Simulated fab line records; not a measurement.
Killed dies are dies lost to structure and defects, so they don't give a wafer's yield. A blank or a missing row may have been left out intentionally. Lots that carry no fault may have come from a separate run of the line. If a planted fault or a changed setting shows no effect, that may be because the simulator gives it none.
fab line records	flow nand-harc
record lots=6	wafers=18	last-day=31
route steps=1302 shown A_STAIRCASE@724 END@1302
lots that met no fault: taken from a fault-free run of the same line
start-h: start of the lot's first displayed wafer, in hours after the record's first day	wait-h: hours from the lot's prior step to this one	" the same as in the row above	L1.1+2: several wafers, shown together as one row	- no value, or no start was given	* or withheld: withheld	< > ~ a bound
route shown NAME@n: names a module that has steps shown in the file, with the first one's number in the route	usual: mean/standard deviation taken from wafers without a fault	same: alike in all rows	chamber/n: place in a boat	sites: per-site readings	_std_site: the values' standard deviation	_edge_site: outer sites' mean less inner sites'	radius-mm: for every site, how far away it sits from the centre of the wafer	mask NAME#n: copy n	behind: the last tool/chamber to shape the wafer	hold: why the lot was held/for how many hours/how that ended	device: which transistor (n, p or np) failed to switch	end of line: the tests these same wafers got at the end of their route	for a step that has no rows: nothing shown but its recipe	killed: dies lost to structure and defects at the first sort, not the wafer's yield	map: a wafer's dies, x killed, . not, _ none there
set.NAME: the setting that was run; set.NAME@STEP: the one run at that earlier step	model.NAME: the simulator's own value behind a step, which no gauge read
lots at selected steps of the route; one table per step, one row per wafer
services: a tool's chamber out of use, with start hour (start-h, from the record's first day; less than 0 if before it), hours out, and reason
## steps
# step NHARC_A_STAIRCASE_HMDS_210
# recipe time-s=30
# step NHARC_A_STAIRCASE_COAT_211
# recipe spin-rpm=1200
# step NHARC_A_STAIRCASE_SOFTBAKE_212
# recipe temp-c=135	time-s=170
# step NHARC_A_STAIRCASE_EBR_213
# step NHARC_A_STAIRCASE_EXPOSE_214
# recipe na=0.5	dose-mj=31.26	mask-id=STAIR_3
# step NHARC_A_STAIRCASE_PEB_215
# recipe peb-temp-c=115	peb-time-s=130
# step NHARC_A_STAIRCASE_DEVELOP_216
# recipe time-s=140
# step NHARC_A_STAIRCASE_HARDBAKE_218
# recipe temp-c=120	time-s=140
# step NHARC_A_STAIRCASE_DESCUM_219
# recipe time-s=3	o2-flow-sccm=200	ar-flow-sccm=0	bias-power-w=0	chemistry=O2
# usual drypump-motor-current-A=5.8/0.52	oes-product-au=1.001/0.0097	rf-vpp-V=57.7/1	showerhead-plenum-p-Torr=1.90/0.1	throttle-valve-pct=11.311/0.0093
lot.wafer	tool	chamber	start-h	wait-h	drypump-motor-current-A	oes-product-au	rf-hours-counter-h	rf-vpp-V	showerhead-plenum-p-Torr	throttle-valve-pct
L430.4	rie-diel-11	3	360.30	-	5.8	1.025	11	57.6	1.77	11.322
L430.1	"	1	"	"	5.8	1.014	35	59.7	1.99	11.309
L430.6	"	0	"	"	6.4	1.000	-	55.8	1.89	11.307
L438.1	rie-diel-05	3	433.95	-	4.9	0.999	5	57.6	2.07	11.308
L438.6	"	2	"	"	6.3	1.002	-	56.3	1.82	11.321
L438.5	"	3	"	"	4.9	1.010	-	57.3	2.07	11.302
L443.1	rie-diel-11	2	490.02	-	5.5	1.005	14	57.6	1.77	11.317
L443.2	"	1	"	"	5.8	0.987	14	59.9	1.98	11.319
L443.5	"	3	"	"	5.8	1.002	-	57.4	2.07	11.326
L445.1	rie-diel-11	3	523.97	-	5.8	1.018	23	57.4	2.07	11.317
L445.2	"	0	"	"	6.4	1.004	25	57.0	1.87	11.300
L445.5	"	2	"	"	5.6	1.011	-	55.3	1.77	11.331
L448.3	rie-diel-05	0	536.95	-	5.5	1.001	48	56.5	1.97	11.318
L448.1	"	2	"	"	6.3	1.015	29	57.5	1.81	11.304
L448.2	"	3	"	"	4.9	1.017	43	58.9	2.06	11.317
L450.4	rie-diel-11	0	555.41	-	6.5	1.007	37	58.7	1.87	11.312
L450.6	"	2	"	"	5.6	1.006	-	56.7	1.77	11.305
L450.5	"	3	"	"	5.8	1.003	-	58.4	2.07	11.306
# step NHARC_A_STAIRCASE_TRIM_220
# recipe time-s=211.2	o2-flow-sccm=500	ar-flow-sccm=0	bias-w=0	chemistry=O2
# usual chamber-pressure-mTorr=59.99/0.05	drypump-motor-current-A=5.8/0.53	oes-product-au=0.998/0.0089	rf-vpp-V=57.8/0.87	showerhead-plenum-p-Torr=3.52/0.17	throttle-valve-pct=17.037/0.0095
# same bias-w=0
lot.wafer	tool	chamber	start-h	wait-h	chamber-pressure-mTorr	drypump-motor-current-A	oes-product-au	rf-hours-counter-h	rf-vpp-V	showerhead-plenum-p-Torr	throttle-valve-pct
L430.1	rie-diel-11	0	360.44	0.1	59.94	6.4	1.004	35	58.8	3.49	17.030
L430.4	"	1	"	"	59.99	5.8	1.004	35	59.3	3.65	17.023
L430.6	"	1	"	"	60.01	5.8	0.990	-	57.7	3.65	17.042
L438.1	rie-diel-05	3	434.02	0.1	59.94	4.9	1.005	5	56.4	3.80	17.039
L438.5	"	3	"	"	60.10	5.0	1.000	-	58.2	3.81	17.025
L438.6	"	0	"	"	59.96	5.5	0.996	-	57.3	3.65	17.028
L443.2	rie-diel-11	0	490.10	0.1	59.97	6.4	1.001	14	55.5	3.47	17.035
L443.1	"	2	"	"	60.02	5.5	1.000	14	58.5	3.29	17.049
L443.5	"	1	"	"	59.98	5.8	1.005	-	56.2	3.64	17.027
L445.2	rie-diel-11	3	524.09	0.1	60.02	5.8	1.010	23	58.6	3.79	17.023
L445.1	"	2	"	"	59.90	5.5	1.002	26	57.9	3.28	17.034
L445.5	"	0	"	"	59.99	6.4	0.994	-	57.5	3.46	17.036
L448.3	rie-diel-05	1	537.03	0.1	60.01	6.6	0.969	44	58.6	3.40	17.051
L448.1	"	2	"	"	60.08	6.3	0.999	29	56.0	3.35	17.025
L448.2	"	3	"	"	60.07	4.9	1.001	43	57.8	3.78	17.043
L450.4	rie-diel-11	3	555.50	0.1	60.02	5.9	0.990	33	58.4	3.79	17.038
L450.6	"	1	"	"	60.03	5.8	0.995	-	58.3	3.62	17.023
L450.5	"	2	"	"	60.05	5.5	0.990	-	57.1	3.27	17.033
# step NHARC_A_STAIRCASE_ETCH_221
# recipe target-depth-a=1000	time-s=40.5	ion-energy-ev=400	c4f8-flow-sccm=20	o2-flow-sccm=10	ar-flow-sccm=withheld	rf-w=600	bias-w=1000	chemistry=C4F8/O2
# usual oes-product-au=0.940/0.014	rf-vpp-V=895/6.5
lot.wafer	tool	chamber	start-h	wait-h	oes-product-au	rf-hours-counter-h	rf-vpp-V
L430.4	rie-diel-11	1	-	-	0.928	36	900
L430.1	"	3	"	"	0.949	11	887
L430.6	"	1	"	"	0.939	-	902
L438.1	rie-diel-05	2	-	-	0.951	5	889
L438.6	"	1	"	"	0.959	-	892
L438.5	"	2	"	"	0.953	-	889
L443.1	rie-diel-11	0	-	-	0.921	14	894
L443.2	"	1	"	"	0.915	14	899
L443.5	"	0	"	"	0.930	-	893
L445.2	rie-diel-11	0	-	-	0.931	25	894
L445.1	"	1	"	"	0.914	28	900
L445.5	"	3	"	"	0.938	-	906
L448.2	rie-diel-05	2	-	-	0.948	29	889
L448.3	"	3	"	"	0.954	43	905
L448.1	"	1	"	"	0.923	44	893
L450.4	rie-diel-11	3	-	-	0.937	33	905
L450.6	"	2	"	"	0.932	-	886
L450.5	"	3	"	"	0.944	-	906
# step NHARC_A_STAIRCASE_TRIM_222
# recipe time-s=211.2	o2-flow-sccm=500	ar-flow-sccm=0	bias-w=0	chemistry=O2
# usual bias-w=0/0	chamber-pressure-mTorr=60.00/0.072	drypump-motor-current-A=5.8/0.52	oes-product-au=0.999/0.0097	rf-vpp-V=57.7/0.97	showerhead-plenum-p-Torr=3.51/0.18	throttle-valve-pct=17.036/0.0091
lot.wafer	tool	chamber	start-h	wait-h	bias-w	chamber-pressure-mTorr	drypump-motor-current-A	oes-product-au	rf-hours-counter-h	rf-vpp-V	showerhead-plenum-p-Torr	throttle-valve-pct
L430.1	rie-diel-11	0	360.70	-	0	60.02	6.5	1.008	35	59.0	3.49	17.041
L430.4	"	1	"	"	0	60.00	5.8	0.998	36	59.6	3.65	17.025
L430.6	"	2	"	"	0	59.94	5.5	0.987	-	57.3	3.31	17.043
L438.1	rie-diel-05	2	434.28	-	0	59.93	6.3	1.001	5	57.4	3.36	17.048
L438.5	"	0	"	"	0	60.00	5.5	1.007	-	58.7	3.65	17.029
L438.6	"	1	"	"	0	59.95	6.7	1.006	-	57.9	3.42	17.054
L443.1	rie-diel-11	2	490.76	-	0	59.99	5.5	1.003	14	57.8	3.29	17.030
L443.2	"	0	"	"	0	60.01	6.4	0.991	14	56.8	3.47	17.036
L443.5	"	2	"	"	0	59.97	5.6	1.004	-	57.7	3.29	17.042
L445.2	rie-diel-11	0	524.37	-	-	-	-	-	-	-	-	-
L445.1	"	1	"	"	-	-	-	-	-	-	-	-
L445.5	"	0	"	"	-	-	-	-	-	-	-	-
L448.3	rie-diel-05	2	537.28	-	-	-	-	-	-	-	-	-
L448.2	"	3	"	"	-	-	-	-	-	-	-	-
L448.1	"	0	"	"	-	-	-	-	-	-	-	-
L450.4	rie-diel-11	2	555.73	-	0	60.02	5.6	0.996	36	57.8	3.27	17.042
L450.6	"	0	"	"	0	59.93	6.4	0.997	-	57.0	3.46	17.040
L450.5	"	1	"	"	0	59.96	5.8	0.994	-	58.0	3.62	17.037
# step NHARC_A_STAIRCASE_ETCH_223
# recipe target-depth-a=1000	time-s=40.5	ion-energy-ev=400	c4f8-flow-sccm=20	o2-flow-sccm=10	ar-flow-sccm=withheld	rf-w=600	bias-w=1000	chemistry=C4F8/O2
# usual oes-product-au=0.941/0.011	rf-vpp-V=896/6.4
lot.wafer	tool	chamber	start-h	wait-h	oes-product-au	rf-hours-counter-h	rf-vpp-V
L430.1	rie-diel-11	1	-	-	0.940	36	901
L430.4	"	3	"	"	0.952	11	887
L430.6	"	0	"	"	0.933	-	895
L438.1	rie-diel-05	1	-	-	0.949	8	890
L438.5	"	2	"	"	0.953	-	890
L438.6	"	3	"	"	0.946	-	904
L443.1	rie-diel-11	2	-	-	0.932	14	887
L443.2	"	1	"	"	0.931	14	900
L443.5	"	2	"	"	0.928	-	887
L445.1	rie-diel-11	0	-	-	0.930	25	895
L445.2	"	1	"	"	0.931	28	900
L445.5	"	1	"	"	0.941	-	900
L448.2	rie-diel-05	1	-	-	0.929	44	890
L448.3	"	2	"	"	0.951	29	889
L448.1	"	3	"	"	0.966	43	906
L450.4	rie-diel-11	1	-	-	0.923	40	899
L450.6	"	0	"	"	0.939	-	894
L450.5	"	1	"	"	0.922	-	900
# step NHARC_END_SORT_01
# recipe temp-c=25
# usual killed-at-array=64/16	killed-at-other=1.0/1.1	killed-at-periphery=3.5/2.3	killed-dies=69/17	killed-open=3.2/1.6	killed-short=2.4/1.6
# same gross-dies=677
lot.wafer	tool	chamber	start-h	wait-h	hold	killed-at-array	killed-at-other	killed-at-periphery	killed-dies	killed-open	killed-short
L430.1	prober-01	0	558.42	2.5	-	80	3	5	88	3	3
L430.4	prober-01	0	560.84	3.4	-	76	1	5	82	3	4
L430.6	prober-01	0	562.45	4.0	-	71	1	6	78	7	1
L438.1	prober-01	0	664.09	2.5	-	63	3	3	69	4	1
L438.5	prober-01	0	667.24	3.6	-	54	2	2	58	4	2
L438.6	prober-01	0	668.02	3.9	-	54	3	2	59	4	1
L443.1	prober-02	0	699.26	2.5	-	73	1	4	78	3	6
L443.2	prober-02	0	700.05	2.8	-	65	2	2	69	1	2
L443.5	prober-02	0	702.42	3.7	-	78	0	0	78	2	2
L445.1	prober-01	0	724.33	2.5	await-dispo/2.3h/scrap	672	1	4	677	4	5
L445.2	prober-01	0	725.14	2.8	await-dispo/2.3h/scrap	671	0	6	677	3	3
L445.5	prober-01	0	727.57	3.7	await-dispo/2.3h/scrap	673	1	3	677	2	0
L448.1	prober-01	0	751.87	2.5	await-dispo/1.4h/scrap	676	1	0	677	3	0
L448.2	prober-01	0	752.66	2.8	await-dispo/1.4h/scrap	673	0	4	677	2	2
L448.3	prober-01	0	753.45	3.1	await-dispo/1.4h/scrap	676	0	1	677	2	0
L450.4	prober-02	0	754.22	3.4	-	89	0	3	92	4	1
L450.5	prober-02	0	755.02	3.7	-	75	3	4	82	1	6
L450.6	prober-02	0	755.81	4.0	-	87	1	4	92	7	0
# killed by level:class
L430.1 A_CHANNEL_HOLE_D2:chamber-film-flake=34 A_SLIT:chamber-film-flake=22 A_CONTACT:chamber-film-flake=10 P_STI:chamber-film-flake=4 A_STAIRCASE:chamber-film-flake=3 THIN_TSV:chamber-film-flake=3 A_CHANNEL_FILL_D1:chamber-film-flake=2 A_CHANNEL_FILL_D1:geometric-particle:short=1
L430.4 A_CHANNEL_HOLE_D2:chamber-film-flake=36 A_SLIT:chamber-film-flake=17 A_CONTACT:chamber-film-flake=8 A_STAIRCASE:chamber-film-flake=4 A_DECK1_JOINT:geometric-particle:open=2 P_STI:chamber-film-flake=2 A_CHANNEL_FILL_D1:chamber-film-flake=2 A_CHANNEL_FILL_D2:chamber-film-flake=2
L430.6 A_CHANNEL_HOLE_D2:chamber-film-flake=33 A_SLIT:chamber-film-flake=17 A_STAIRCASE:chamber-film-flake=5 A_CONTACT:chamber-film-flake=5 P_STI:chamber-film-flake=3 A_ONON_D2:geometric-particle:open=2 A_M0:geometric-particle:open=2 A_CHANNEL_HOLE_D1:chamber-film-flake=2
L438.1 A_CHANNEL_HOLE_D1:chamber-film-flake=37 A_CHANNEL_HOLE_D2:chamber-film-flake=18 THIN_TSV:chamber-film-flake=3 A_ZERO_WELL:chamber-film-flake=2 P_CONTACT:geometric-particle:open=1 P_M0:geometric-particle:open=1 A_DECK1_JOINT:geometric-particle:short=1 A_DECK1_JOINT:geometric-particle:open=1
L438.5 A_CHANNEL_HOLE_D1:chamber-film-flake=30 A_CHANNEL_HOLE_D2:chamber-film-flake=14 A_CHANNEL_FILL_D1:chamber-film-flake=3 A_STAIRCASE:chamber-film-flake=2 THIN_TSV:chamber-film-flake=2 P_GATE:geometric-particle:open=1 P_CONTACT:geometric-particle:open=1 A_CHANNEL_FILL_D1:geometric-particle:short=1
L438.6 A_CHANNEL_HOLE_D1:chamber-film-flake=32 A_CHANNEL_HOLE_D2:chamber-film-flake=13 A_CONTACT:chamber-film-flake=4 THIN_TSV:chamber-film-flake=3 P_CONTACT:geometric-particle:open=1 A_CHANNEL_HOLE_D1:geometric-particle:open=1 A_CHANNEL_FILL_D1:geometric-particle:open=1 A_ONON_D2:geometric-particle:open=1
L443.1 A_SLIT:chamber-film-flake=33 A_CHANNEL_HOLE_D1:chamber-film-flake=26 A_WL_FILL:geometric-particle:short=3 P_STI:chamber-film-flake=3 A_BLC:geometric-particle:open=2 A_CHANNEL_HOLE_D2:chamber-film-flake=2 A_STAIRCASE:chamber-film-flake=2 A_ONON_D1:geometric-particle:short=1
L443.2 A_CHANNEL_HOLE_D1:chamber-film-flake=31 A_SLIT:chamber-film-flake=27 A_CONTACT:chamber-film-flake=3 A_CHANNEL_FILL_D2:geometric-particle:short=2 A_ONON_D2:geometric-particle:open=1 P_ZERO_WELL:chamber-film-flake=1 P_STI:chamber-film-flake=1 A_STAIRCASE:chamber-film-flake=1
L443.5 A_SLIT:chamber-film-flake=33 A_CHANNEL_HOLE_D1:chamber-film-flake=30 A_WL_FILL:chamber-film-flake=3 A_CONTACT:chamber-film-flake=3 A_CHANNEL_HOLE_D2:chamber-film-flake=2 A_ONON_D1:geometric-particle:short=1 A_ONON_D1:geometric-particle:open=1 A_CHANNEL_FILL_D1:geometric-particle:short=1
L445.1 A_STAIRCASE:area-trim=617 A_CHANNEL_HOLE_D2:chamber-film-flake=23 A_CHANNEL_HOLE_D1:chamber-film-flake=12 A_CONTACT:chamber-film-flake=4 A_CHANNEL_HOLE_D2:geometric-particle:open=2 P_GATE:chamber-film-flake=2 A_STAIRCASE:chamber-film-flake=2 A_SLIT:chamber-film-flake=2
L445.2 A_STAIRCASE:area-trim=624 A_CHANNEL_HOLE_D2:chamber-film-flake=16 A_CHANNEL_HOLE_D1:chamber-film-flake=10 A_CONTACT:chamber-film-flake=7 A_SLIT:chamber-film-flake=4 P_GATE:chamber-film-flake=3 A_CHANNEL_FILL_D2:chamber-film-flake=2 A_CHANNEL_FILL_D1:chamber-film-flake=2
L445.5 A_STAIRCASE:area-trim=620 A_CHANNEL_HOLE_D2:chamber-film-flake=26 A_CHANNEL_HOLE_D1:chamber-film-flake=13 A_STAIRCASE:chamber-film-flake=2 A_SLIT:chamber-film-flake=2 A_CONTACT:chamber-film-flake=2 A_BLC:chamber-film-flake=2 A_BONDPAD:chamber-film-flake=2
L448.1 A_STAIRCASE:area-trim=638 A_CHANNEL_HOLE_D1:chamber-film-flake=14 A_CONTACT:chamber-film-flake=8 A_SLIT:chamber-film-flake=7 A_CHANNEL_HOLE_D2:chamber-film-flake=2 A_WL_FILL:chamber-film-flake=2 A_CHANNEL_FILL_D2:geometric-particle:open=1 A_CONTACT:geometric-particle:open=1
L448.2 A_STAIRCASE:area-trim=645 A_CHANNEL_HOLE_D1:chamber-film-flake=11 A_CONTACT:chamber-film-flake=5 A_CHANNEL_FILL_D2:chamber-film-flake=3 A_SLIT:chamber-film-flake=3 P_GATE:chamber-film-flake=2 A_STAIRCASE:chamber-film-flake=2 P_STI:geometric-particle:short=1
L448.3 A_STAIRCASE:area-trim=642 A_CHANNEL_HOLE_D1:chamber-film-flake=15 A_CONTACT:chamber-film-flake=8 A_SLIT:chamber-film-flake=5 A_M0:geometric-particle:open=1 A_M1:geometric-particle:open=1 P_STI:chamber-film-flake=1 A_ZERO_WELL:chamber-film-flake=1
L450.4 A_SLIT:chamber-film-flake=38 A_CHANNEL_HOLE_D1:chamber-film-flake=32 A_ZERO_WELL:chamber-film-flake=4 A_CHANNEL_FILL_D1:chamber-film-flake=4 A_STAIRCASE:chamber-film-flake=3 A_ONON_D1:geometric-particle:open=2 A_M1:chamber-film-flake=2 P_M0:geometric-particle:open=1
L450.5 A_CHANNEL_HOLE_D1:chamber-film-flake=34 A_SLIT:chamber-film-flake=31 A_ZERO_WELL:chamber-film-flake=5 P_GATE:geometric-particle:short=2 A_ONON_D2:geometric-particle:short=2 STARTING-WAFER:geometric-particle:short=2 P_CONTACT:geometric-particle:open=1 P_GATE:chamber-film-flake=1
L450.6 A_SLIT:chamber-film-flake=40 A_CHANNEL_HOLE_D1:chamber-film-flake=35 A_STAIRCASE:chamber-film-flake=3 P_GATE:geometric-particle:open=2 P_CONTACT:geometric-particle:open=1 A_DECK1_JOINT:geometric-particle:open=1 A_CHANNEL_FILL_D2:geometric-particle:open=1 A_SGD_CUT:geometric-particle:open=1
# map L445.1 (x killed, . not)
____________x____________
_________xxxxxxx_________
_______xxxxxxxxxxx_______
______xxxxxxxxxxxxx______
_____xxxxxxxxxxxxxxx_____
____xxxxxxxxxxxxxxxxx____
____xxxxxxxxxxxxxxxxx____
___xxxxxxxxxxxxxxxxxxx___
___xxxxxxxxxxxxxxxxxxx___
__xxxxxxxxxxxxxxxxxxxxx__
__xxxxxxxxxxxxxxxxxxxxx__
_xxxxxxxxxxxxxxxxxxxxxxx_
_xxxxxxxxxxxxxxxxxxxxxxx_
_xxxxxxxxxxxxxxxxxxxxxxx_
_xxxxxxxxxxxxxxxxxxxxxxx_
_xxxxxxxxxxxxxxxxxxxxxxx_
xxxxxxxxxxxxxxxxxxxxxxxxx
xxxxxxxxxxxxxxxxxxxxxxxxx
xxxxxxxxxxxxxxxxxxxxxxxxx
xxxxxxxxxxxxxxxxxxxxxxxxx
xxxxxxxxxxxxxxxxxxxxxxxxx
_xxxxxxxxxxxxxxxxxxxxxxx_
_xxxxxxxxxxxxxxxxxxxxxxx_
_xxxxxxxxxxxxxxxxxxxxxxx_
_xxxxxxxxxxxxxxxxxxxxxxx_
_xxxxxxxxxxxxxxxxxxxxxxx_
__xxxxxxxxxxxxxxxxxxxxx__
__xxxxxxxxxxxxxxxxxxxxx__
___xxxxxxxxxxxxxxxxxxx___
___xxxxxxxxxxxxxxxxxxx___
____xxxxxxxxxxxxxxxxx____
____xxxxxxxxxxxxxxxxx____
_____xxxxxxxxxxxxxxx_____
______xxxxxxxxxxxxx______
_______xxxxxxxxxxx_______
_________xxxxxxx_________
____________x____________
# map L448.1 (x killed, . not)
____________x____________
_________xxxxxxx_________
_______xxxxxxxxxxx_______
______xxxxxxxxxxxxx______
_____xxxxxxxxxxxxxxx_____
____xxxxxxxxxxxxxxxxx____
____xxxxxxxxxxxxxxxxx____
___xxxxxxxxxxxxxxxxxxx___
___xxxxxxxxxxxxxxxxxxx___
__xxxxxxxxxxxxxxxxxxxxx__
__xxxxxxxxxxxxxxxxxxxxx__
_xxxxxxxxxxxxxxxxxxxxxxx_
_xxxxxxxxxxxxxxxxxxxxxxx_
_xxxxxxxxxxxxxxxxxxxxxxx_
_xxxxxxxxxxxxxxxxxxxxxxx_
_xxxxxxxxxxxxxxxxxxxxxxx_
xxxxxxxxxxxxxxxxxxxxxxxxx
xxxxxxxxxxxxxxxxxxxxxxxxx
xxxxxxxxxxxxxxxxxxxxxxxxx
xxxxxxxxxxxxxxxxxxxxxxxxx
xxxxxxxxxxxxxxxxxxxxxxxxx
_xxxxxxxxxxxxxxxxxxxxxxx_
_xxxxxxxxxxxxxxxxxxxxxxx_
_xxxxxxxxxxxxxxxxxxxxxxx_
_xxxxxxxxxxxxxxxxxxxxxxx_
_xxxxxxxxxxxxxxxxxxxxxxx_
__xxxxxxxxxxxxxxxxxxxxx__
__xxxxxxxxxxxxxxxxxxxxx__
___xxxxxxxxxxxxxxxxxxx___
___xxxxxxxxxxxxxxxxxxx___
____xxxxxxxxxxxxxxxxx____
____xxxxxxxxxxxxxxxxx____
_____xxxxxxxxxxxxxxx_____
______xxxxxxxxxxxxx______
_______xxxxxxxxxxx_______
_________xxxxxxx_________
____________x____________
## services
tool	chamber	start-h	hours	kind
rie-diel-11	0	338.13	-	clean
rie-diel-11	1	338.13	-	clean
rie-diel-11	2	338.13	-	clean
rie-diel-11	3	338.13	-	clean
rie-diel-11	0	362.93	-	clean
rie-diel-11	1	362.93	-	clean
rie-diel-11	2	362.93	-	clean
rie-diel-11	3	362.93	-	clean
rie-diel-05	0	386.85	20.6	repair
rie-diel-11	0	389.42	-	clean
rie-diel-11	1	389.42	-	clean
rie-diel-11	2	389.42	-	clean
rie-diel-11	3	389.42	-	clean
rie-diel-05	-	406.65	9.0	pm
rie-diel-11	0	413.92	-	clean
rie-diel-11	1	413.92	-	clean
rie-diel-11	2	413.92	-	clean
rie-diel-11	3	413.92	-	clean
rie-diel-11	-	432.64	9.0	pm
rie-diel-11	0	432.64	9.0	vent-cycle
rie-diel-11	1	432.64	9.0	vent-cycle
rie-diel-11	2	432.64	9.0	vent-cycle
rie-diel-11	3	432.64	9.0	vent-cycle
rie-diel-05	2	452.12	16.0	repair
## key
first-sign step=NHARC_A_STAIRCASE_TRIM_222	reading=tool-record	direction=missing
effect step=NHARC_END_SORT_01	reading=killed-at-array	direction=up	sigmas=37	usual=64	struck=674
more-kills-born-at NHARC_A_STAIRCASE_TRIM_222@rie-diel-05=1925	NHARC_A_STAIRCASE_TRIM_222@rie-diel-11=1861
met-at NHARC_A_STAIRCASE_TRIM_222
struck-wafers L445.1,L445.2,L445.5,L448.1,L448.2,L448.3
later-rows-left-out L445.1,L445.2,L445.5,L448.1,L448.2,L448.3
tester-left-out L445,L448
onset-between 490.76 524.37
fault kind=skipped-step-whole	tool=rie-diel-05,rie-diel-11	chamber=-	onset-h=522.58	steps=NHARC_A_STAIRCASE_TRIM_222	scope=struck-lots-only
# tester-left-out: of these lots the tester's yield and bins aren't shown, on N5 and GAA mostly nor the transistor test; their killed dies are dies lost to structure and defects alone, not to doping, threshold or leakage, so they don't give the yield
# later-rows-left-out: the simulator's readings of these wafers behind a module that went badly wrong aren't trusted and aren't shown, but for the sort
